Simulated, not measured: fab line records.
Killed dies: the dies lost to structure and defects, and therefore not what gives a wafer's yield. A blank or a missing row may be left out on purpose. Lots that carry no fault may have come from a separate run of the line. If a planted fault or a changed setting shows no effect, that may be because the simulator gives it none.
Struck lot and sound lot, side by side	flow n5 finfet	38 out of 1938 route steps
Sound: the wafers L983.3, L983.5, L983.6. Struck: wafer L970.1. (L970.2, L970.3 of the same lot were not struck and are left out.) The cause comes at the end.
At each step with rows: each side's tool, then ch and its chambers, then its first start. Under that, the readings that differ: sound wafers	struck wafers	difference of the means	sigmas: that difference in standard deviations of wafers without a fault.
alike: words and numbers the same on both sides, and readings whose means are apart by under 2 such deviations; not compared: readings that were withheld, readings missing a value for some wafer, numbers with overlapping values and no deviation given by the record, and bounds like >300 which may hide the same value.
Wherever a step has rows on one side only, a row that says differs or no value, or a row with sigmas, the two part there. Numbers that don't overlap but have no deviation are shown without sigmas and don't part them. Lack of a reading on every wafer of one side parts them only where that side has two or more wafers.

first, 9 steps without rows for these wafers: N5_PMOS_HMC_CHANNEL_EPI_PRECLEAN_40 (cleans in DHF, time 30 s); N5_PMOS_HMC_CHANNEL_EPI_PRECLEAN_37 (cleans in O3/DIW, time 45 s); N5_PMOS_HMC_CHANNEL_EPI_PRECLEAN_24 (cleans in DHF, time 30 s); N5_PMOS_HMC_CHANNEL_EPI_SRD_25 (time 30 s); N5_PMOS_HMC_CHANNEL_EPI_EPI_26 (deposits Si from SiH4/H2, target thk 3.8 nm, time 22.7 s); N5_FIN_SAQP_PRECLEAN_42 (cleans in O3/DIW, time 60 s); N5_FIN_SAQP_PRECLEAN_00 (cleans in SC1, time 60 s); N5_FIN_SAQP_PRECLEAN_44 (cleans in SC2, time 45 s); N5_FIN_SAQP_SRD_01 (time 30 s).
N5_FIN_SAQP_ALD_61: deposits SiO2, target thk 4 nm, pulse time 1 s, purge time 2 s.
  sound on ald sin-01 ch 0,1,2, day 7 14:14; struck on ald sin-02 ch 0, day 4 08:15
reading	sound	struck	difference	sigmas
ald cycles	43 43 43	58	+15	
model.SiO2_of_FIN_SAQP_ALD_61.thk nm (nm)	3.955 3.997 3.999	5.362	+1.378	
  alike: heater power outer w, heater power w, precursor pulse height rel
then, 24 steps without rows for these wafers: N5_FIN_SAQP_DENSIFY_62 (time 60 s); N5_FIN_SAQP_HM_DEP_03 (deposits SiNx from SiH4/NH3/N2, target thk 38 nm, time 33.6 s); N5_FIN_SAQP_PECVD_47 (deposits a-Si from SiH4/He, target thk 45 nm, time 36.3 s); N5_FIN_SAQP_PECVD_48 (deposits SiNx from SiH4/NH3/N2, target thk 25 nm, time 22.1 s); N5_FIN_SAQP_PECVD_06 (deposits a-Si from SiH4/He, target thk 60 nm, time 48.1 s); N5_FIN_SAQP_HM_DEP_72 (deposits SiO2 from SiH4/N2O, target thk 12 nm, time 7.2 s); N5_FIN_SAQP_COAT_49 (time 60 s, resist thk 100 nm); N5_FIN_SAQP_COAT_50 (time 60 s, resist thk 35 nm); N5_FIN_SAQP_COAT_10 (resist thk 90 nm); N5_FIN_SAQP_EBR_12; N5_FIN_SAQP_SOFTBAKE_11 (time 60 s); N5_FIN_SAQP_EXPOSE_13 (exposes mask FIN CORE, target cd 35.6 nm); N5_FIN_SAQP_PEB_14 (peb time 60 s); N5_FIN_SAQP_DEVELOP_15 (develop time 30 s); N5_FIN_SAQP_DESCUM_21 (chemistry O2, time 7.9 s); N5_FIN_SAQP_ETCH_51 (etches SiARC in CF4, target depth 45.5 nm, time 75.8 s); N5_FIN_SAQP_ETCH_52 (etches SOC in N2/H2, target depth 100 nm, overetch 20 nm, time 150 s); N5_FIN_SAQP_STRIP_53 (strips in N2/H2); N5_FIN_SAQP_HM_OPEN_73 (chemistry CHF3/O2, target SiO2, stops on a-Si, target depth 12 nm, time 16.8 s); N5_FIN_SAQP_STRIP_74 (strips in CHF3/O2); N5_FIN_SAQP_MANDREL_ETCH_22 (etches a-Si in HBr/Cl2, stops on SiNx, target depth 60 nm, bt time 10 s, time 30 s); N5_FIN_SAQP_STRIP_55 (strips in N2/H2); N5_FIN_SAQP_STRIP_23 (strips in SPM, time 750 s); N5_FIN_SAQP_SRD_66 (time 30 s).
N5_FIN_CUT_CUT_ETCH_27: etches SiO2 in CHF3/O2, target depth 4 nm, overetch 2 nm, time 4.9 s.
  sound on rie diel-03 ch 0,1,3, day 7 21:53; struck on rie diel-03 ch 1, day 4 14:55
reading	sound	struck	difference	sigmas
oes product au (a.u.)	0.56 0.63 0.59	0.68	+0.09	+2
model.etch.depth nm (nm)	3.955 3.997 3.999	5.362	+1.378	
  alike: O2_flow_sccm, drypump motor current A, rf vpp V, showerhead plenum p Torr, throttle valve pct
  not compared: rf hours counter h
N5_STI_FIN_REVEAL_STRIP_16: strips SiNx in H3PO4, target depth 23.8 nm.
  sound on wet bench-01 ch 0,4,7, day 8 05:51; struck on wet bench-04 ch 3, day 4 23:31
reading	sound	struck	difference	sigmas
model.SiO2_of_FIN_SAQP_ALD_61.thk nm (nm)	3.6 3.8 3.8	5	+1	
  alike: bath heat duty pct
-- record jumps: 7 days separate the struck wafers' starts on either side; left off in module STI_FIN_REVEAL, taken up again in module BEOL_M4, whose first shown step is the route's number 1111 --
N5_BEOL_M4_RC_MEAS_101:
  sound on prober-02 ch 0, day 14 10:34; struck on prober-02 ch 0, day 11 12:19
reading	sound	struck	difference	sigmas
DIBL_N (mV/V)	36.9 37.4 38.2	32.2	-5.3	-3
  alike: DIBL_P, IOFF_N, IOFF_P, ION_N, ION_P, SS_N, SS_P, VT_N, VT_P
-- the record jumps here: 5 days lie between the struck wafers' starts before and after (it left off in module BEOL_M4 and takes up again in module PASSIVATION, whose first step shown is number 1936 of the route) --
N5_PASSIVATION_PROBE_49:
  sound: prober-01 at day 19 03:20; struck: prober-01 at day 16 08:47
  alike: defect limited yield, killed_at_M0_to_M3, killed_at_M4_up, killed at contacts, killed at front end, killed at other, killed dies, killed open, killed short, sort_bin_5_function, sort_bin_6_memory, sort_bin_8_speed, sort n pass, sort yield pct

WHERE THEY PART
First at N5_FIN_CUT_CUT_ETCH_27; last, within this record, at N5_BEOL_M4_RC_MEAS_101. Later steps at which nothing parts them and some readings are alike: N5_PASSIVATION_PROBE_49.

WHY: the cause the simulator had injected
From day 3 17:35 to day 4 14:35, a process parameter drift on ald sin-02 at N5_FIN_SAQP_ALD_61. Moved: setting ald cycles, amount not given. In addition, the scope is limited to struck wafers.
